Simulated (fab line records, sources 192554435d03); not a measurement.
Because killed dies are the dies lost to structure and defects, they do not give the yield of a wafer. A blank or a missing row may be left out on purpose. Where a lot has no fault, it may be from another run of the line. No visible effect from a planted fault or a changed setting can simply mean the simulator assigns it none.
Which tool is to blame? ; flow n5 finfet ; 23 lots, 69 wafers sampled, at 4 steps of a route of 1938

## WHAT THE GAUGES SHOWED, per wafer
N5_BEOL_M14_RS_MEAS_54: the measuring method here is four-point-probe. Usual: for M14_RS the level is 0.0334 ohm/sq and the standard deviation is 0.00056.
lot;measured;on;M14_RS (ohm/sq);flag
L074;day 11 05:43;film metro-02;0.0332 0.0345 0.0330;
L075;day 11 15:04;film metro-01;0.0333 0.0337 0.0335;
L076;day 12 11:06;film metro-01;0.0331 0.0339 0.0335;
L078;day 12 12:11;film metro-02;0.0338 0.0330 0.0329;
L077;day 12 13:01;film metro-01;0.0340 0.0336 0.0337;
L079;day 13 01:54;film metro-01;0.0332 0.0337 0.0335;
L080;day 13 05:14;film metro-02;0.0332 0.0335 0.0333;
L082;day 13 07:41;film metro-01;0.0330 0.0344 0.0328;
L081;day 13 07:53;film metro-01;0.0331 0.0335 0.0337;
L083;day 13 17:33;film metro-02;0.0324 0.0324 0.0340;
L086;day 14 09:31;film metro-02;0.0339 0.0351 0.0340;
L085;day 14 14:59;film metro-01;0.0338 0.0331 0.0335;
L084;day 14 15:45;film metro-02;0.0333 0.0333 0.0336;
L087;day 14 15:40;film metro-02;0.0323 0.0338 0.0333;
L088;day 14 20:20;film metro-02;0.0334 0.0334 0.0328;
L090;day 16 00:04;film metro-02;0.0348 0.0345 0.0346;
L089;day 16 03:42;film metro-02;0.0336 0.0327 0.0327;
L092;day 16 05:16;film metro-02;0.0328 0.0325 0.0341;
L091;day 16 05:42;film metro-01;0.0338 0.0326 0.0334;
L094;day 16 13:52;film metro-01;0.0338 0.0325 0.0336;
L095;day 16 18:10;film metro-01;0.0343 0.0328 0.0337;
L096;day 16 21:20;film metro-01;0.0337 0.0343 0.0335;
L097;day 17 03:49;film metro-02;0.0337 0.0334 0.0328;

## EACH LOT AND THE TOOL THAT RAN IT (in order: tool; ch and the chambers of the sampled wafers; start)
lot;N5_BEOL_M14_ETCH_67;N5_BEOL_M14_STRIP_37;N5_BEOL_M14_SPUTTER_44
L074;rie diel-01 ch 0,2,3, day 11 03:20;rie diel-01 ch 1,2,3, day 11 04:01;pvd sputter-03, day 11 04:36
L075;rie diel-06 ch 0,1, day 11 10:52;rie diel-06 ch 1,3, day 11 13:14;pvd sputter-03, day 11 13:57
L076;rie diel-06 ch 0,2,3, day 12 07:52;rie diel-05 ch 0,1, day 12 08:29;pvd sputter-02, day 12 08:55
L078;rie diel-06 ch 0,2,3, day 12 08:31;rie diel-06 ch 0,2,3, day 12 10:20;pvd sputter-03, day 12 11:02
L077;rie diel-06 ch 0,2, day 12 09:13;rie diel-05 ch 0,3, day 12 10:37;pvd sputter-02, day 12 11:17
L079;rie diel-06 ch 0,3, day 12 21:11;rie diel-05 ch 0,2,3, day 13 00:11;pvd sputter-02, day 13 00:48
L080;rie diel-06 ch 0,1,3, day 13 00:43;rie diel-06 ch 0,2,3, day 13 03:28;pvd sputter-01, day 13 04:07
L082;rie diel-01 ch 0,1,3, day 13 03:40;rie diel-05 ch 1,2, day 13 05:55;pvd sputter-03, day 13 06:35
L081;rie diel-06 ch 0,1,2, day 13 04:01;rie diel-06 ch 0,2,3, day 13 05:57;pvd sputter-01, day 13 06:38
L083;rie diel-05 ch 0,1,2, day 13 14:20;rie diel-06 ch 0,1,3, day 13 15:34;pvd sputter-03, day 13 16:27
L086;rie diel-01 ch 0,2, day 14 06:39;rie diel-05 ch 0,2,3, day 14 07:29;pvd sputter-03, day 14 08:24
L085;rie diel-06 ch 0,1,3, day 14 10:37;rie diel-01 ch 0,1,2, day 14 13:07;pvd sputter-03, day 14 13:53
L084;rie diel-01 ch 1,2, day 14 11:19;rie diel-05 ch 1,2,3, day 14 13:46;pvd sputter-02, day 14 14:35
L087;rie diel-05 ch 1,2,3, day 14 12:49;rie diel-06 ch 0,1,3, day 14 13:46;pvd sputter-03, day 14 14:34
L088;rie diel-06 ch 0,1,2, day 14 17:47;rie diel-05 ch 0,3, day 14 18:23;pvd sputter-02, day 14 19:04
L090;rie diel-06 ch 1,2, day 15 19:50;rie diel-05 ch 1,2,3, day 15 22:18;pvd sputter-02, day 15 22:58
L089;rie diel-05 ch 0,2,3, day 15 20:14;rie diel-05 ch 1,2,3, day 16 01:44;pvd sputter-03, day 16 02:15
L092;rie diel-05 ch 0,1,2, day 16 00:23;rie diel-01 ch 0,3, day 16 02:38;pvd sputter-02, day 16 03:15
L091;rie diel-05 ch 0,1,3, day 16 01:56;rie diel-06 ch 0,1,3, day 16 02:53;pvd sputter-03, day 16 03:41
L094;rie diel-05 ch 0,1,3, day 16 07:16;rie diel-01 ch 1,2, day 16 11:53;pvd sputter-03, day 16 12:31
L095;rie diel-05 ch 1,2,3, day 16 15:47;rie diel-05 ch 0,1,2, day 16 16:35;pvd sputter-02, day 16 17:02
L096;rie diel-06 ch 0,1, day 16 19:02;rie diel-05 ch 2,3, day 16 19:48;pvd sputter-03, day 16 20:13
L097;rie diel-06 ch 0,1,2, day 17 01:14;rie diel-06 ch 2,3, day 17 02:02;pvd sputter-03, day 17 02:42
- N5_BEOL_M14_ETCH_67: etches SiARC in CF4, target depth 143 nm, time 238.3 s.
- N5_BEOL_M14_STRIP_37: strips in O2.
- N5_BEOL_M14_SPUTTER_44: material Ta, target thk 15 nm, time 24.19 s.

## AS READ BY THE TOOLS THEMSELVES (means over the sampled wafers that have a number; for cases with no such wafer, the mark the record gives instead)
N5_BEOL_M14_ETCH_67. Usual: drypump motor current A is 5.7 A with standard deviation 0.58, etch rf on time s is 239 s with standard deviation 3.9, oes product au is 0.68 a.u. with standard deviation 0.075, rf fwd power W is 543.1 W with standard deviation 1.8, rf vpp V is 184.1 V with standard deviation 1, showerhead plenum p Torr is 2.15 Torr with standard deviation 0.055, and throttle valve pct is 15.63 % with standard deviation 0.22.
lot;tool;drypump motor current A (A);etch rf on time s (s);oes product au (a.u.);rf fwd power W (W);rf vpp V (V);showerhead plenum p Torr (Torr);throttle valve pct (%);flag
L074;rie diel-01;5.5;239;0.63;543.4;183.7;2.16;15.84;
L075;rie diel-06;5.0;240;0.67;542.8;183.2;2.11;15.62;
L076;rie diel-06;5.8;240;0.71;544.9;183.6;2.14;15.67;
L078;rie diel-06;5.8;239;0.71;543.7;182.9;2.14;15.66;
L077;rie diel-06;6.0;243;0.78;542.2;184.2;2.16;15.51;
L079;rie diel-06;5.5;239;0.63;541.9;184.0;2.11;15.85;
L080;rie diel-06;5.3;238;0.63;542.5;183.7;2.11;15.74;
L082;rie diel-01;5.4;240;0.67;542.9;183.6;2.12;15.77;
L081;rie diel-06;5.5;243;0.70;543.4;183.9;2.14;15.58;
L083;rie diel-05;5.8;237;0.76;542.1;185.5;2.17;15.53;
L086;rie diel-01;5.8;242;0.62;543.0;183.8;2.15;15.79;
L085;rie diel-06;5.3;237;0.63;542.8;184.0;2.11;15.77;
L084;rie diel-01;5.9;240;0.69;543.0;183.8;2.12;15.64;
L087;rie diel-05;5.5;237;0.71;543.0;184.7;2.22;15.61;
L088;rie diel-06;5.5;239;0.69;542.5;183.5;2.13;15.60;
L090;rie diel-06;6.1;244;0.70;542.6;184.6;2.16;15.54;
L089;rie diel-05;5.8;236;0.74;543.6;184.5;2.17;15.41;
L092;rie diel-05;5.8;239;0.72;543.7;183.5;2.17;15.56;
L091;rie diel-05;6.0;240;0.68;544.2;184.1;2.18;15.51;
L094;rie diel-05;6.0;240;0.68;544.7;184.4;2.18;15.51;
L095;rie diel-05;5.5;240;0.68;542.4;185.5;2.21;15.64;
L096;rie diel-06;5.0;239;0.64;542.3;184.0;2.09;15.72;
L097;rie diel-06;5.6;239;0.66;543.7;183.4;2.12;15.64;

N5_BEOL_M14_STRIP_37. Usual: drypump motor current A 5.7 A, standard deviation 0.54; oes product au 0.82 a.u., standard deviation 0.097; rf vpp V 3.4 V, standard deviation 0.97; showerhead plenum p Torr 2.11 Torr, standard deviation 0.057; throttle valve pct 16.66 %, standard deviation 0.24.
lot;tool;drypump motor current A (A);oes product au (a.u.);rf vpp V (V);showerhead plenum p Torr (Torr);throttle valve pct (%);flag
L074;rie diel-01;5.7;0.77;3.1;2.13;16.90;
L075;rie diel-06;5.6;0.72;3.8;2.09;16.86;
L076;rie diel-05;6.3;0.89;3.5;2.09;16.43;
L078;rie diel-06;5.8;0.83;3.6;2.10;16.78;
L077;rie diel-05;6.0;0.86;2.8;2.14;16.31;
L079;rie diel-05;5.8;0.93;3.1;2.13;16.41;
L080;rie diel-06;5.8;0.81;4.7;2.10;16.80;
L082;rie diel-05;5.5;0.84;2.7;2.17;16.75;
L081;rie diel-06;5.8;0.81;2.7;2.10;16.79;
L083;rie diel-06;5.3;0.74;3.9;2.07;16.84;
L086;rie diel-05;5.8;0.89;3.3;2.12;16.40;
L085;rie diel-01;5.7;0.77;3.9;2.08;16.80;
L084;rie diel-05;5.5;0.83;4.1;2.16;16.61;
L087;rie diel-06;5.2;0.73;3.9;2.07;16.86;
L088;rie diel-05;6.0;0.83;3.4;2.13;16.35;
L090;rie diel-05;5.6;0.82;3.0;2.16;16.64;
L089;rie diel-05;5.5;0.81;4.6;2.16;16.64;
L092;rie diel-01;5.1;0.81;3.1;2.06;16.78;
L091;rie diel-06;5.3;0.72;4.4;2.06;16.87;
L094;rie diel-01;6.0;0.92;4.0;2.12;16.59;
L095;rie diel-05;5.8;0.84;3.3;2.11;16.62;
L096;rie diel-05;5.3;0.87;3.7;2.15;16.58;
L097;rie diel-06;6.1;0.75;2.9;2.10;16.93;

N5_BEOL_M14_SPUTTER_44. Usual: susceptor temp C 50.01 C, standard deviation 0.1; throttle valve pct 29.7 %, standard deviation 1.2.
lot;tool;susceptor temp C (C);throttle valve pct (%);flag
L074;pvd sputter-03;49.89;29.2;
L075;pvd sputter-03;49.99;29.3;
L076;pvd sputter-02;50.00;31.0;
L078;pvd sputter-03;49.95;29.4;
L077;pvd sputter-02;49.96;30.8;
L079;pvd sputter-02;50.00;31.0;
L080;pvd sputter-01;49.93;29.6;
L082;pvd sputter-03;50.06;28.6;
L081;pvd sputter-01;50.13;29.2;
L083;pvd sputter-03;50.09;29.2;
L086;pvd sputter-03;49.97;29.3;
L085;pvd sputter-03;49.95;28.5;
L084;pvd sputter-02;50.09;30.9;
L087;pvd sputter-03;50.08;29.2;
L088;pvd sputter-02;50.10;30.9;
L090;pvd sputter-02;49.99;30.8;
L089;pvd sputter-03;50.14;29.2;
L092;pvd sputter-02;50.08;30.9;
L091;pvd sputter-03;49.97;29.4;
L094;pvd sputter-03;50.00;29.2;
L095;pvd sputter-02;49.95;30.9;
L096;pvd sputter-03;50.05;28.4;
L097;pvd sputter-03;50.09;29.3;

## THE ANSWER, worked out from the rows above alone
Rule: take the mean of a lot's wafers that have a number; if it is more than 3 standard deviations from the usual mean, the lot is off. A lot without any number at a reading at which 4 lots or more have one is off too. Where the step has rows for the other lots, those lots are counted as sound. First the gauges in route order, then the tools' own readings, where a lot's mean is used as printed above. The first step at which some lot is off is used, and at that step the reading that is off furthest; a lot without a number counts as furthest.
No lot is off at any reading shown: from this, nothing can be told.

## WHAT WAS PUT IN BY THE SIMULATOR
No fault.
